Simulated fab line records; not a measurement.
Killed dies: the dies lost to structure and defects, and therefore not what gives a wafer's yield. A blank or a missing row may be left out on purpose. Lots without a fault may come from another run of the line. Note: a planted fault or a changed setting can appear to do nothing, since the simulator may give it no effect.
fab line records -- flow n5_finfet
[record] lots = 7, wafers = 39
route steps=1938 shown DUMMY_GATE@237 SD_EPI_N@278 SD_EPI_P@312 HKMG_FIN@438 MOL_CONTACT_COAG@532 BEOL_M4@1111
start_h: the number of hours between the record's first day and the start of the first shown wafer of the lot -- wait_h: hours since the lot's step before -- " identical to the entry in the row above -- L1.1+2: several wafers, shown together as one row -- - no value present, or no start provided -- * or withheld: withheld -- < > ~ a bound
route shown NAME@n: a module of which the file shows steps, and the number in the route of the first -- usual: mean and standard deviation over wafers with no fault -- same: alike in all rows -- chamber/n: place in a boat -- sites: readings site by site -- _std_site: the values' standard deviation -- _edge_site: inner sites' mean taken away from outer sites' mean -- radius_mm: for every site, how far away it sits from the centre of the wafer -- mask NAME#n: copy n -- behind: the last tool/chamber to shape the wafer -- hold: why the lot was held/for how many hours/how that ended -- device: which transistor (n, p or np) failed to switch -- end of line: the same wafers' tests at the end of the route -- a step with no rows: only its recipe -- killed: count of dies lost to structure and defects at first sort (not the wafer's yield) -- map: dies across one wafer; x = killed, . = not, _ = none there
set.NAME: the setting as run; set.NAME@STEP: as run at that earlier step -- model.NAME: the simulator's own value behind a step, which no gauge read
lots with deliberately changed settings; one table per step, one row per wafer
[[steps]]
[step N5_DUMMY_GATE_ETCH_37]
[recipe] chemistry = N2/H2, target = SOC, target_depth_a = 600, overetch_a = 300, temp_c = 40, ion_energy_ev = 200, pressure_mtorr = 30, source_w = 840, bias_w = 150, n2_flow_sccm = 200, h2_flow_sccm = 200
[step N5_DUMMY_GATE_ETCH_31]
[recipe] chemistry = C4F6/O2, target = SiO2, mask_material = SOC, target_depth_a = 825, time_s = 27.5, ion_energy_ev = 250, pressure_mtorr = 30, source_w = 345, bias_w = 185, Ar_flow_sccm = 300, C4F6_flow_sccm = 10, O2_flow_sccm = 10
[step N5_DUMMY_GATE_ETCH_32]
[recipe] chemistry = CF4, target = SiO2, target_depth_a = 35, time_s = 3.9, ion_energy_ev = 350, pressure_mtorr = 10, icp_w = 800, bias_w = 400, cf4_flow_sccm = 80
[step N5_SD_EPI_N_ETCH_45]
[recipe] chemistry = CH3F/O2, target = SiOCN, target_depth_a = 60, mask_material = SOC, ion_energy_ev = 60, bias_w = 29, pressure_mtorr = 15, source_w = 410, Ar_flow_sccm = 150, CH3F_flow_sccm = 30, O2_flow_sccm = 20
[step N5_SD_EPI_N_SD_RECESS_17]
[recipe] chemistry = HBr/Cl2/O2, target_depth_a = 410, mask_material = SOC, time_s = 23.7, bt_time_s = 3, pressure_mtorr = 10, icp_w = 800, bias_w = 112, HBr_flow_sccm = 150, Cl2_flow_sccm = 80, O2_flow_sccm = 12
[step N5_SD_EPI_N_EPI_21]
[recipe] material = Si:P, dopant = P, temp_c = 680, pressure_torr = 255, time_s = 690
[step N5_SD_EPI_P_ETCH_16]
[recipe] chemistry = CHF3/O2, target = SiO2, target_depth_a = 50, mask_material = SOC, pressure_mtorr = 30, source_w = 650, bias_w = 170, Ar_flow_sccm = 200, CHF3_flow_sccm = 50, O2_flow_sccm = 5, ion_energy_ev = 200
[step N5_HKMG_FIN_ETCH_35]
[recipe] chemistry = N2/H2, target = SOC, target_depth_a = 2158, ion_energy_ev = 65, bias_w = 5, source_w = 3000, time_s = 243.4, pressure_mtorr = 30, n2_flow_sccm = 200, h2_flow_sccm = 200
[step N5_MOL_CONTACT_COAG_ETCH_106]
[recipe] chemistry = N2/H2, target = SOC, target_depth_a = 800, overetch_a = 160, mask_material = SiARC, temp_c = 40, time_s = 120, ion_energy_ev = 200, pressure_mtorr = 30, source_w = 840, bias_w = 150, n2_flow_sccm = 200, h2_flow_sccm = 200
[step N5_BEOL_M4_RC_MEAS_101]
[usual] CJ_N = 4.36/0.086, REXT_N = 75.3/1.6, RS_SD_N = 28.4/0.37
lot.wafer,tool,chamber,start_h,wait_h,set.source_w@DUMMY_GATE_ETCH_37,set.target_depth_a@DUMMY_GATE_ETCH_31,set.time_s@DUMMY_GATE_ETCH_32,set.target_depth_a@SD_EPI_N_ETCH_45,set.time_s@SD_EPI_N_SD_RECESS_17,set.temp_c@SD_EPI_N_EPI_21,set.target_depth_a@SD_EPI_P_ETCH_16,set.target_depth_a@HKMG_FIN_ETCH_35,set.source_w@MOL_CONTACT_COAG_ETCH_106,CJ_N,REXT_N[ohm.um],RS_SD_N[ohm/sq]
L074.1,prober-02,0,158.27,0.0,954.9,889.1,3.9,67.69,23.7,677.5,50,2158,884,4.32,72.9,29.6
L074.2,prober-02,0,158.27,0.0,954.9,889.1,3.9,60,25.59,677.5,54.1,2158,884,4.62,72.5,29.8
L074.3,prober-02,0,158.27,0.0,954.9,825,4.591,60,23.7,680,54.1,2158,840,4.20,73.6,28.7
L074.4,prober-02,0,158.27,0.0,840,825,4.591,67.69,23.7,677.5,50,2158,840,4.32,73.0,29.8
L074.5,prober-02,0,158.27,0.0,840,889.1,4.591,60,25.59,680,50,2158,884,4.62,71.1,28.7
L074.6,prober-02,0,158.27,0.0,840,825,3.9,67.69,25.59,680,54.1,2158,840,4.56,70.8,28.4
L077.2,prober-01,0,187.83,0.2,840,825,3.9,60,23.7,680,50,2158,840,4.35,76.6,28.4
L077.5,prober-01,0,187.83,0.2,840,825,3.9,60,23.7,680,50,2158,840,4.43,76.7,28.6
L077.6,prober-01,0,187.83,0.2,840,825,3.9,60,23.7,680,50,2158,840,4.33,77.4,28.9
L080.1,prober-02,0,216.13,0.0,840,825,4.654,60,22.01,676.2,45,2158,687.5,3.97,79.5,29.8
L080.2,prober-02,0,216.13,0.0,777.8,795.3,3.9,60,22.01,680,50,2158,687.5,3.95,78.1,28.0
L080.3,prober-02,0,216.13,0.0,840,795.3,4.654,60,23.7,680,45,2158,840,4.36,74.2,28.1
L080.4,prober-02,0,216.13,0.0,777.8,825,3.9,60,22.01,676.2,45,2158,840,4.05,78.9,29.7
L080.5,prober-02,0,216.13,0.0,840,795.3,3.9,60,23.7,676.2,50,2158,840,4.29,77.6,29.5
L080.6,prober-02,0,216.13,0.0,777.8,825,4.654,60,23.7,680,50,2158,687.5,4.31,75.9,27.8
L084.1,prober-01,0,244.92,0.0,696.5,825,3.371,60,23.7,680,50,2158,760.3,4.30,74.2,28.7
L084.2,prober-01,0,244.92,0.0,840,825,3.9,60,23.7,680,50,2158,840,4.27,74.0,28.5
L084.3,prober-01,0,244.92,0.0,840,825,3.371,65.7,25.15,680,50,2158,840,4.47,72.0,28.8
L084.4,prober-01,0,244.92,0.0,840,825,3.371,65.7,25.15,680,50,2158,760.3,4.52,73.1,28.6
L084.5,prober-01,0,244.92,0.0,696.5,825,3.9,60,25.15,680,50,2158,760.3,4.45,72.6,29.1
L084.6,prober-01,0,244.92,0.0,696.5,825,3.9,65.7,23.7,680,50,2158,840,4.20,74.2,28.6
L087.1,prober-01,0,268.04,0.0,840,825,3.9,60,23.7,680,50,2031,840,4.34,72.5,28.6
L087.2,prober-01,0,268.04,0.0,997.8,825,3.9,67,23.7,680,50,2031,840,4.35,72.7,28.1
L087.3,prober-01,0,268.04,0.0,840,825,3.9,67,23.7,675.6,53.75,2031,957.1,4.37,74.1,30.4
L087.4,prober-01,0,268.04,0.0,997.8,825,3.9,60,23.7,680,53.75,2158,957.1,4.37,71.9,28.3
L087.5,prober-01,0,268.04,0.0,840,825,3.9,67,23.7,675.6,53.75,2158,840,4.39,75.2,31.5
L087.6,prober-01,0,268.04,0.0,997.8,825,3.9,60,23.7,675.6,50,2158,957.1,4.33,74.7,31.3
L090.1,prober-01,0,280.71,0.0,739,892.5,3.9,52.53,23.7,677.4,54.22,2158,840,4.52,79.9,29.8
L090.2,prober-01,0,280.71,0.0,739,825,3.9,52.53,23.7,677.4,50,2158,840,4.52,78.9,29.1
L090.3,prober-01,0,280.71,0.0,739,892.5,3.9,60,23.7,680,50,2331,840,4.53,77.0,27.9
L090.4,prober-01,0,280.71,0.0,840,825,3.9,52.53,23.7,680,54.22,2331,840,4.57,78.7,28.6
L090.5,prober-01,0,280.71,0.0,840,892.5,3.9,60,23.7,677.4,54.22,2331,840,4.48,78.1,29.1
L090.6,prober-01,0,280.71,0.0,840,825,3.9,60,23.7,680,50,2158,840,4.56,77.1,28.5
L095.1,prober-02,0,308.00,0.0,840,825,3.425,60,22.12,680,51.77,1996,840,4.10,77.0,28.2
L095.2,prober-02,0,308.00,0.0,840,825,3.9,60,22.12,680,50,2158,729,4.06,77.6,28.3
L095.3,prober-02,0,308.00,0.0,840,825,3.9,65.13,22.12,680,50,1996,729,4.00,78.1,28.5
L095.4,prober-02,0,308.00,0.0,840,825,3.425,65.13,23.7,680,51.77,1996,729,4.44,75.5,28.3
L095.5,prober-02,0,308.00,0.0,840,825,3.425,60,23.7,680,50,2158,840,4.38,74.5,28.2
L095.6,prober-02,0,308.00,0.0,840,825,3.9,65.13,23.7,680,51.77,2158,840,4.42,74.8,28.3
[[key]]
[split] step = N5_DUMMY_GATE_ETCH_37, setting = source_w, stated_as = 840
response none clear
[split] step = N5_DUMMY_GATE_ETCH_31, setting = target_depth_a, stated_as = 825
response none clear
[split] step = N5_DUMMY_GATE_ETCH_32, setting = time_s, stated_as = 3.9
response none clear
[split] step = N5_SD_EPI_N_ETCH_45, setting = target_depth_a, stated_as = 60
response none clear
[split] step = N5_SD_EPI_N_SD_RECESS_17, setting = time_s, stated_as = 23.7
[response] step = N5_BEOL_M4_RC_MEAS_101, reading = CJ_N, slope = +0.0439, per = 1%, together_with = all, explained = 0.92
[response] step = N5_BEOL_M4_RC_MEAS_101, reading = REXT_N, slope = -0.263, per = 1%, together_with = all, explained = 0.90
[split] step = N5_SD_EPI_N_EPI_21, setting = temp_c, stated_as = 680
[response] step = N5_BEOL_M4_RC_MEAS_101, reading = RS_SD_N, slope = -3.73, per = 1%, together_with = all, explained = 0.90
[response] step = N5_BEOL_M4_RC_MEAS_101, reading = REXT_N, slope = -3.77, per = 1%, together_with = all, explained = 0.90
[split] step = N5_SD_EPI_P_ETCH_16, setting = target_depth_a, stated_as = 50
response none clear
[split] step = N5_HKMG_FIN_ETCH_35, setting = target_depth_a, stated_as = 2158
response none clear
[split] step = N5_MOL_CONTACT_COAG_ETCH_106, setting = source_w, stated_as = 840
response none clear
